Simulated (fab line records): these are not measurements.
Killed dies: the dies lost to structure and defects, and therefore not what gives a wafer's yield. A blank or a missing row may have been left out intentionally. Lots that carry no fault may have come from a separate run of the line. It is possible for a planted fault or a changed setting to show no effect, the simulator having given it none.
Problem report in the 8D (eight disciplines) form, filled by code + flow n5Finfet + the parts of the form that need people (team, actions taken, sign-off) are left out

## 1. THE PROBLEM
N5_BEOL_M10_VIA_ETCH_34, runLengthS: mean 109.8 s over 1 wafer from 1 lot; wafers with no fault: 92.5 s, standard deviation 0.36. Measured from the usual mean, that is +48 standard deviations.
The step: etches SiCOH lowk in C4F6/O2, target depth 184.5 nm, time 69.2 s.
Seen first at day 12 20:11 on rieDiel-02, wafer L398.3. Wafers with a number at this step in the record: 15, from 5 lots. Rule for "out", or "out of limits": more than 4 standard deviations from the usual mean. The other wafers with a number count as sound.

## 2. WHAT IT IS, AND WHAT IT ISN'T
| question                    | is                | is not                                                                                     |
|-----------------------------|-------------------|--------------------------------------------------------------------------------------------|
| which readings at this step | runLengthS        | biasW, drypumpMotorCurrentA, oesProductAu, rfVppV, showerheadPlenumPTorr, throttleValvePct |
| which lots                  | L398              | L388, L389, L407, L410                                                                     |
| which wafers of those lots  | L398.3            | L398.2, L398.6                                                                             |
| read on which tools         | rieDiel-02        | rieDiel-01, rieDiel-04                                                                     |
| when                        | from day 12 20:11 | up to then (8 sound wafers); but 6 sound wafers of L407, L410 came after                   |

## 3. WHAT RULES OUT EACH SUSPECT
Counting: any tool at a process step up to the reading remains a suspect provided it ran every lot that is out. Sound lots after the first of them don't rule it out here, since some wafers of a struck lot are sound.
- rieDiel-02 at N5_BEOL_M10_DESCUM_33 (chemistry O2, time 7.9 s): kept. It processed L398, the lot that is out, at day 12 19:58, and its most recent sound lot before then was L389 at day 10 11:31.
- rieDiel-02 at N5_BEOL_M10_ETCH_65 (etches SiARC in CF4, target depth 39 nm, time 65 s): kept. It processed L398, the lot that is out, at day 12 20:01, and its most recent sound lot before then was L389 at day 10 11:33.
- rieDiel-02 at N5_BEOL_M10_ETCH_66 (etches SOC in N2/H2, target depth 120 nm, overetch 24 nm, time 180 s): kept. It processed L398, the lot that is out, at day 12 20:04, and its most recent sound lot before then was L389 at day 10 11:36.
- rieDiel-02 at N5_BEOL_M10_VIA_ETCH_34 (etches SiCOH lowk in C4F6/O2, target depth 184.5 nm, time 69.2 s): kept. It processed L398, the lot that is out, at day 12 20:11, and its most recent sound lot before then was L389 at day 10 11:43. On those wafers its own readings are out: runLengthS.
- In rieDiel-02 at N5_BEOL_M10_DESCUM_33, the wafers that are out were processed in chamber 0 and their sound lot-mates in chambers 1, 2.
- In rieDiel-02 at N5_BEOL_M10_ETCH_65, the wafers that are out were processed in chamber 0 and their sound lot-mates in chambers 1, 2.
- In rieDiel-02 at N5_BEOL_M10_ETCH_66, the wafers that are out were processed in chamber 0 and their sound lot-mates in chambers 1, 2.
- In rieDiel-02 at N5_BEOL_M10_VIA_ETCH_34, the wafers that are out were processed in chamber 0 and their sound lot-mates in chambers 1, 2.
Left after counting: rieDiel-02 at N5_BEOL_M10_DESCUM_33, rieDiel-02 at N5_BEOL_M10_ETCH_65, rieDiel-02 at N5_BEOL_M10_ETCH_66, rieDiel-02 at N5_BEOL_M10_VIA_ETCH_34.

## 4. THE CAUSE (what the simulator had put in)
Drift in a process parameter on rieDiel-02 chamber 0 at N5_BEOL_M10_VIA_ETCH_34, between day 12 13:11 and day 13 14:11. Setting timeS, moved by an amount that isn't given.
This tool is one of the 4 suspects left after counting.

## 5. SEQUENCE OF EFFECTS, ordered by route
Each row: a reading whose mean over the struck wafers that have a number lies more than 3 standard deviations from the usual. Only readings for which the record gives a usual standard deviation are gone through. hours: the time from each lot's start at the first step in this table that gives one to its start at this step, as a median over the lots. sigmas: the change in usual standard deviations.
| hours | step                    | reading    | usual  | on struck wafers | change | sigmas |
|-------|-------------------------|------------|--------|------------------|--------|--------|
| 0     | N5_BEOL_M10_VIA_ETCH_34 | runLengthS | 92.5 s | 109.8            | +17.3  | +48    |
Process steps it contains:
- N5_BEOL_M10_VIA_ETCH_34: etches SiCOH lowk in C4F6/O2, target depth 184.5 nm, time 69.2 s.

## 6. WHAT WOULD HAVE CAUGHT IT SOONER
7 hours passed between the start of the fault at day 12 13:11 and the first reading out of limits in this record, taken at day 12 20:11.
